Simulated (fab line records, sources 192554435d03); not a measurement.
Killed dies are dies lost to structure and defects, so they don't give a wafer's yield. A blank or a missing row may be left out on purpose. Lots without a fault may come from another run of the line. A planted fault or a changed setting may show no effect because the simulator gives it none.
Chamber matching | flow n5_finfet | N5_GATE_CUT_STRIP_59 on rie_diel-02: 4 sister chambers
The step strips in N2/H2, time 20 s. 8 wafers are shown with their chamber, then 9 later ones without.

WAFERS WITH THEIR CHAMBER
wafer  | chamber | drypump_motor_current_A (A) | showerhead_plenum_p_Torr (Torr)
L077.2 | 2       | 6.5                         | 3.29
L086.3 | 1       | 5.6                         | 3.60
L087.2 | 3       | 5.8                         | 3.55
L087.5 | 2       | 6.5                         | 3.28
L087.6 | 3       | 5.9                         | 3.55
L091.1 | 0       | 5.1                         | 3.51
L091.3 | 1       | 5.6                         | 3.59
L091.5 | 0       | 5.1                         | 3.51

WAFERS WITHOUT THEIR CHAMBER
wafer  | drypump_motor_current_A (A) | showerhead_plenum_p_Torr (Torr)
L092.1 | 5.6                         | 3.59
L092.2 | 5.9                         | 3.55
L092.6 | 5.1                         | 3.51
L093.1 | 5.1                         | 3.51
L093.3 | 5.7                         | 3.59
L093.4 | 6.5                         | 3.28
L094.1 | 5.1                         | 3.51
L094.5 | 6.5                         | 3.28
L094.6 | 5.9                         | 3.54

WHICH CHAMBER EACH WENT THROUGH
wafer  | from the rows above | in truth
L092.1 | 1                   | 1
L092.2 | 3                   | 3
L092.6 | 0                   | 0
L093.1 | 0                   | 0
L093.3 | 1                   | 1
L093.4 | 2                   | 2
L094.1 | 0                   | 0
L094.5 | 2                   | 2
L094.6 | 3                   | 3
Placed correctly: 9 of 9. Can't be placed from these rows: 0. Placed wrongly: 0.
How it was worked out, from the rows above alone: a wafer's distance from a chamber is the root of the sum, over the readings, of the square of ((its reading less the chamber's mean) divided by the reading's scatter). The wafer belongs to the nearest chamber; if the next one is less than 2 further off, it can't be placed. A chamber's mean is the mean of its shown wafers. The scatter: the root of (the sum of the squares of (reading less its chamber's mean) over the shown wafers, divided by (wafers less chambers)).
